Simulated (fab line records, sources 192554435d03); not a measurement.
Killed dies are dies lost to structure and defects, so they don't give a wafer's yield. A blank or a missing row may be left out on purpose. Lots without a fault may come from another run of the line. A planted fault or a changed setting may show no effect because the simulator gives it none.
One fault seen from 2 desks | flow n5_finfet | each desk has only its own numbers; what lay behind them comes last

THE TOOL OWNER'S DESK: uv_cure-03
The tool's own readings at N5_BEOL_M5_CURE_79 (cures SiCOH lowk, time 240 s): means of the sampled wafers that have a number, for each lot that ran on this tool. A lot is out of limits, marked OUT, if its mean lies more than 4 standard deviations from the usual mean; the brackets give that distance.
Columns: A = lamp_power_pct at N5_BEOL_M5_CURE_79, usual 52.31 %; B = run_length_s at N5_BEOL_M5_CURE_79, usual 286.2 s; C = wafer_temp_C_max at N5_BEOL_M5_CURE_79, usual 387.1
lot  | first seen here | A     | B     | C
L404 | day 8 01:29     | 52.33 | 289.9 | 386.4
L421 | day 12 10:52    | 52.31 | 285.1 | 387.3
L423 | day 13 03:21    | 52.27 | 284.8 | 387.3
This desk's finding: nothing out of limits on any of the 3 lots.

THE METROLOGY DESK
What the gauges read, lot by lot, whatever tool the lot ran on: means of the sampled wafers that have a number. A lot is out of limits, marked OUT, if its mean lies more than 4 standard deviations from the usual mean; the brackets give that distance.
Columns: A = M5_ILD_THK at N5_BEOL_M5_THK_MEAS_01, usual 121.1 nm
lot  | first seen here | A
L402 | day 7 16:42     | 120.0
L404 | day 8 02:28     | 120.2
L409 | day 9 11:38     | 119.5
L411 | day 10 03:38    | 121.9
L413 | day 10 17:05    | 139.3 (+10) OUT
L414 | day 11 03:41    | 139.9 (+10) OUT
L419 | day 12 01:45    | 120.7
L421 | day 12 11:19    | 121.0
L423 | day 13 03:52    | 119.1
L424 | day 13 20:53    | 119.9
This desk's finding: out of limits on L413, L414; first on L413, day 10 17:05 (M5_ILD_THK at N5_BEOL_M5_THK_MEAS_01). In limits: L402, L404, L409, L411, L419, L421, L423, L424.

PUT TOGETHER
The metrology desk could have raised an alarm at day 10 17:05, on L413, L414.
The tool owner's desk saw nothing out of limits.
The tool owner's desk has no number on record for L413, L414.
Of the lots named, all ran N5_BEOL_M5_CURE_79 on uv_cure-03.

WHAT THE SIMULATOR HAD PUT IN
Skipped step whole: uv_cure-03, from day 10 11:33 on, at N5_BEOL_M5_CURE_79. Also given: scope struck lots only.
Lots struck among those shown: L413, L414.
Hours from the fault's start to each desk's first reading out of limits: the metrology desk, 6.
